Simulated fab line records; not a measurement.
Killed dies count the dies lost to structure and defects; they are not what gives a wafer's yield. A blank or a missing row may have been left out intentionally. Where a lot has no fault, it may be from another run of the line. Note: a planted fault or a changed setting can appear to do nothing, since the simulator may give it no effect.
3 desks looking at one fault -- flow n5-finfet -- numbers are kept per desk, each desk with only its own; the story behind them comes last

THE METROLOGY DESK
Means of the sampled wafers that have a number, per lot and without regard to the tool the lot ran on: this is what the gauges read. The brackets show how far a lot's mean lies from the usual mean; more than 4 standard deviations puts the lot out of limits, marked OUT.
Columns: A = cd-nm at N5_MIM_BOT_LITHO_CD_MEAS_08, usual 2999.9 nm; B = MIM_BOT_OVL at N5_MIM_BOT_LITHO_OVL_MEAS_11, usual -5 nm
lot,first seen here,A,B
L702,day 11 14:32,3001.5,3
L704,day 11 22:25,3002.0,1
L703,day 12 02:13,2999.2,0
L706,day 12 20:46,3001.7,-6
L707,day 13 12:13,2999.5,-1
L709,day 13 17:09,2998.3,-2
L712,day 14 02:47,2999.2,-9
L717,day 15 10:53,2998.9,-8
L721,day 17 07:19,2998.0,515 (+90) OUT
L722,day 17 13:17,2999.1,-5
L724,day 17 20:22,3001.2,508 (+88) OUT
This desk finds L721, L724 out of limits, with the earliest case on L721 at day 17 07:20 (MIM_BOT_OVL at N5_MIM_BOT_LITHO_OVL_MEAS_11). Within limits: L702, L704, L703, L706, L707, L709, L712, L717, L722.

DESK OF THE TOOL OWNER: krf-scanner-02
The tool's own readings at N5_MIM_BOT_LITHO_EXPOSE_05 (exposes mask MIM BOT): means of the sampled wafers that have a number, for each lot that ran on this tool. The brackets show how far a lot's mean lies from the usual mean; more than 4 standard deviations puts the lot out of limits, marked OUT.
Columns: A = focus-offset-nm at N5_MIM_BOT_LITHO_EXPOSE_05, usual 0.1 nm
lot,first seen here,A
L702,day 11 14:22,-0.4
L704,day 11 22:15,0.1
L712,day 14 02:37,0.4
L717,day 15 10:42,0.5
L721,day 17 07:08,-0.3
L724,day 17 20:11,0.5
This desk's finding: nothing out of limits on any of the 6 lots.

THE DEFECT DESK
What the inspections along the route counted, lot by lot: means of the sampled wafers that have a number. The brackets show how far a lot's mean lies from the usual mean; more than 4 standard deviations puts the lot out of limits, marked OUT.
Columns: A = raw-defect-count at N5_MIM_TOP_LITHO_INSPECT_12, usual 2.0
lot,first seen here,A
L702,day 11 13:40,1.0
L704,day 11 21:34,2.0
L703,day 12 01:22,2.7
L706,day 12 19:55,2.0
L707,day 13 11:28,1.3
L709,day 13 16:18,2.0
L712,day 14 01:59,2.0
L717,day 15 09:54,2.0
L721,day 17 05:59,2.7
L722,day 17 12:23,2.0
L724,day 17 19:17,1.3
This desk's finding: nothing out of limits on any of the 11 lots.

TAKEN TOGETHER
At day 17 07:20 the metrology desk could have sounded an alarm, on L721, L724.
The desk of the tool owner found nothing out of limits.
Nothing the defect desk looked at was out of limits.
On record at the tool owner's desk: L721, L724, within its limits.
The defect desk has L721, L724 on record, within its limits.
On krf-scanner-02, each named lot ran N5_MIM_BOT_LITHO_EXPOSE_05.

WHAT WAS PUT IN BY THE SIMULATOR
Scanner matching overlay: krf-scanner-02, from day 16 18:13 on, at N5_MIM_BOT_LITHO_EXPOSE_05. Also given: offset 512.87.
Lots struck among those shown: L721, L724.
Delay in hours, fault start to first out-of-limits reading, per desk: metrology desk 13.
